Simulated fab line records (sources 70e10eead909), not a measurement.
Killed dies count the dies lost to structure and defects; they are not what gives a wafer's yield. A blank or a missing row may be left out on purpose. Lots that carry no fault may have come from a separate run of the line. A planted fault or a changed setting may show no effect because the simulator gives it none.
A struck lot beside a sound one -- flow nand-harc -- 15 steps out of a route of 1302
Sound: the wafers L499.1, L499.3, L499.4. Wafers L510.2, L510.5, L510.6 were the ones struck. The cause is given at the end.
Per side, at each step with rows, come the tool, then ch with its chambers, and then its first start. Under that, the readings that differ: sound wafers -- struck wafers -- difference of the means -- sigmas: that difference in standard deviations of wafers without a fault.
alike: readings whose means differ by less than 2 such deviations, and words and numbers that are the same on both sides. not compared: withheld readings, readings that some wafer has no value for, bounds like >300 that may hide the same value, and numbers for which the record gives no deviation and whose values overlap.
The two part at a step that has a row with sigmas, a row that says differs or no value, or rows on one side only. Non-overlapping numbers with no deviation appear without sigmas and do not part them. Lack of a reading on every wafer of one side parts them only where that side has two or more wafers.

first, 2 steps without rows for these wafers: NHARC_A_CHANNEL_HOLE_D2_STRIP_42 (strips in CF4/CHF3); NHARC_A_CHANNEL_HOLE_D2_STRIP_43 (strips in O2/COS).
NHARC_A_CHANNEL_HOLE_D2_ETCH_44: etches the open film in CF4/O2, target depth 140 nm, overetch 14 nm, time 77 s.
  sound on rie-diel-12 ch 1,2,3, day 16 01:17; struck on rie-diel-08 ch 0,1,2, day 21 07:00
reading,sound,struck,difference,sigmas
drypump-motor-current-A (A),5.8 5.9 6.5,5.7 5.0 5.0,-0.8,-2
  alike: oes-product-au, rf-fwd-power-W, rf-vpp-V, showerhead-plenum-p-Torr, throttle-valve-pct
  not compared: rf-hours-counter-h
NHARC_A_CHANNEL_HOLE_D2_STRIP_28: strips in O2.
  sound on rie-diel-12 ch 0,1,2; struck on rie-diel-08 ch 0,1,2
reading,sound,struck,difference,sigmas
rf-vpp-V (V),59.8 58.2 57.9,56.7 57.1 56.1,-2.0,-2
  alike: drypump-motor-current-A, oes-product-au, showerhead-plenum-p-Torr, throttle-valve-pct
  not compared: rf-hours-counter-h
then, 2 steps without rows for these wafers: NHARC_A_CHANNEL_HOLE_D2_PRECLEAN_29 (cleans in SC1); NHARC_A_CHANNEL_HOLE_D2_SRD_30.
NHARC_A_CHANNEL_HOLE_D2_CD_MEAS_31:
  sound on cd-sem-03, day 16 02:04; struck on cd-sem-01, day 21 07:46
  alike: cd-nm
NHARC_A_CHANNEL_HOLE_D2_XSEM_32:
  sound on xsem-02 ch 0, day 16 02:10; struck on xsem-01 ch 0, day 21 07:52
reading,sound,struck,difference,sigmas
tilt-deg (degrees),0.00 0.01 0.01,0.11 0.11 0.11,+0.10,+3
  alike: bot-cd-nm, bow-nm
NHARC_A_CHANNEL_HOLE_D2_INSPECT_40:
  sound on defect-inspect-02, day 16 02:16; struck on defect-inspect-01, day 21 07:57
  alike: raw-defect-count
then, 2 steps without rows for these wafers: NHARC_A_CHANNEL_FILL_D2_PRECLEAN_00 (cleans in SC1); NHARC_A_CHANNEL_FILL_D2_SRD_01.
NHARC_A_CHANNEL_FILL_D2_ALD_02: deposits SiO2, target thk 6 nm, pulse time 10 s, ald cycles 60.
  sound on ald-hk-04 ch 1,2,3, day 16 03:19; struck on ald-hk-04 ch 0,1,3, day 21 08:22
  alike: heater-power-outer-w, heater-power-w, precursor-pulse-height-rel
NHARC_A_CHANNEL_FILL_D2_ALD_03: deposits SiNx, target thk 6 nm, pulse time 60 s, ald cycles 58.
  sound on ald-sin-batch-01 ch 0, day 16 06:38; struck on ald-sin-batch-03, day 21 11:35
  no value came back on the struck wafers for ald-cycles, chamber-pressure-Torr (Torr), precursor-pulse-height-rel, pulse-time-s (s); on the sound wafers ald-cycles reads 58 58 58
NHARC_A_CHANNEL_FILL_D2_ALD_14: deposits SiO2, target thk 2.5 nm, pulse time 10 s, ald cycles 25.
  sound on ald-hk-03 ch 1,2,3, day 16 10:11; struck on ald-hk-03 ch 0,1,2, day 21 15:14
  alike: heater-power-outer-w, heater-power-w, precursor-pulse-height-rel
-- jump in the record: it breaks off in module A_CHANNEL_FILL_D2 and resumes in module END (first step shown: number 1302 of the route), and 11 days separate the struck wafers' starts before and after --
NHARC_END_SORT_01:
  sound on prober-01 ch 0, day 26 22:26; struck on prober-01 ch 0, day 32 05:44
reading,sound,struck,difference,sigmas
killed-at-array,33 48 28,672 673 671,+636,+35
killed-dies,35 54 34,677 677 677,+636,+35
  alike: killed-at-other, killed-at-periphery, killed-open, killed-short

WHERE THEY PART
At NHARC_A_CHANNEL_HOLE_D2_ETCH_44 first; at NHARC_END_SORT_01 last (within this record only).

WHY: what the simulator had put in
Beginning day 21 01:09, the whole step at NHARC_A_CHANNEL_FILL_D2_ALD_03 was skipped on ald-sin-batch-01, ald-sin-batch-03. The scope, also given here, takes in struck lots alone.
